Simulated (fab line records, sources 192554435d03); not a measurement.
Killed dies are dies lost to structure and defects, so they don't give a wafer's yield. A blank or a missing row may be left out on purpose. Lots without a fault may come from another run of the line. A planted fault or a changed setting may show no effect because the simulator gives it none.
Which tool did it? | flow n5_finfet | 6 lots, 18 wafers sampled, at 4 steps of a route of 1938

WHAT THE GAUGES READ, wafer by wafer
N5_PASSIVATION_OVL_MEAS_66.
lot  | measured     | on         | PASS_OPEN_OVL (nm)
L735 | day 12 11:14 | overlay-02 | 11 0 0
L737 | day 13 09:58 | overlay-01 | 3 -4 4
L744 | day 16 08:54 | overlay-02 | 8 14 5
L753 | day 17 15:55 | overlay-02 | 1 -5 7
L755 | day 18 04:22 | overlay-01 | 7 9 8
L757 | day 18 08:20 | overlay-01 | -6 -7 0

WHICH TOOL RAN EACH LOT (tool, then ch and the chambers of the sampled wafers, then the start)
lot  | N5_DUMMY_GATE_PRECLEAN_46          | N5_MIM_BOT_ETCH_ETCH_04            | N5_PASSIVATION_AL_DEP_21
L735 | wet_bench-03 ch 4,5,7, day 3 01:06 | rie_diel-03 ch 0,2,3, day 12 02:08 | pvd_sputter-01, day 12 08:59
L737 | wet_bench-02 ch 3,4,7, day 3 11:08 | rie_diel-01 ch 0,3, day 13 01:40   | pvd_sputter-01, day 13 06:23
L744 | wet_bench-02 ch 0,1,3, day 5 07:55 | rie_diel-01 ch 0,1, day 16 03:54   | pvd_sputter-01, day 16 06:32
L753 | wet_bench-03 ch 4,5,6, day 7 12:11 | rie_diel-01 ch 0,1,3, day 17 09:02 | pvd_sputter-02, day 17 13:34
L755 | wet_bench-04 ch 0,4,5, day 8 03:42 | rie_diel-03 ch 1,3, day 17 23:26   | pvd_sputter-03, day 18 02:00
L757 | wet_bench-04 ch 0,1,2, day 8 13:13 | rie_diel-01 ch 2,3, day 18 02:50   | pvd_sputter-03, day 18 05:44
- N5_DUMMY_GATE_PRECLEAN_46: cleans in DIW, time 89.5 s.
- N5_MIM_BOT_ETCH_ETCH_04: etches SiNx in CF4/O2, target depth 26 nm, time 13 s.
- N5_PASSIVATION_AL_DEP_21: deposits Al, target thk 2800 nm, time 170 s.

THE ANSWER, worked out from the rows above alone
Rule: what is usual is taken from the lots themselves. Put in order of their means at a reading, lots are off if they are a third of the lots or fewer, leave a main group of 4 or more, and stand apart from it by a gap of 3 or more times the standard deviation of the main group's means; of several such gaps the widest counts. A main group whose means are all the same, to the digits that the tables above print for the reading, isn't used. A lot without any number at a reading at which 4 lots or more have one is off too. The other lots that the step has rows for count as sound.
No lot is off at any reading shown: from this, nothing can be told.

WHAT THE SIMULATOR HAD PUT IN
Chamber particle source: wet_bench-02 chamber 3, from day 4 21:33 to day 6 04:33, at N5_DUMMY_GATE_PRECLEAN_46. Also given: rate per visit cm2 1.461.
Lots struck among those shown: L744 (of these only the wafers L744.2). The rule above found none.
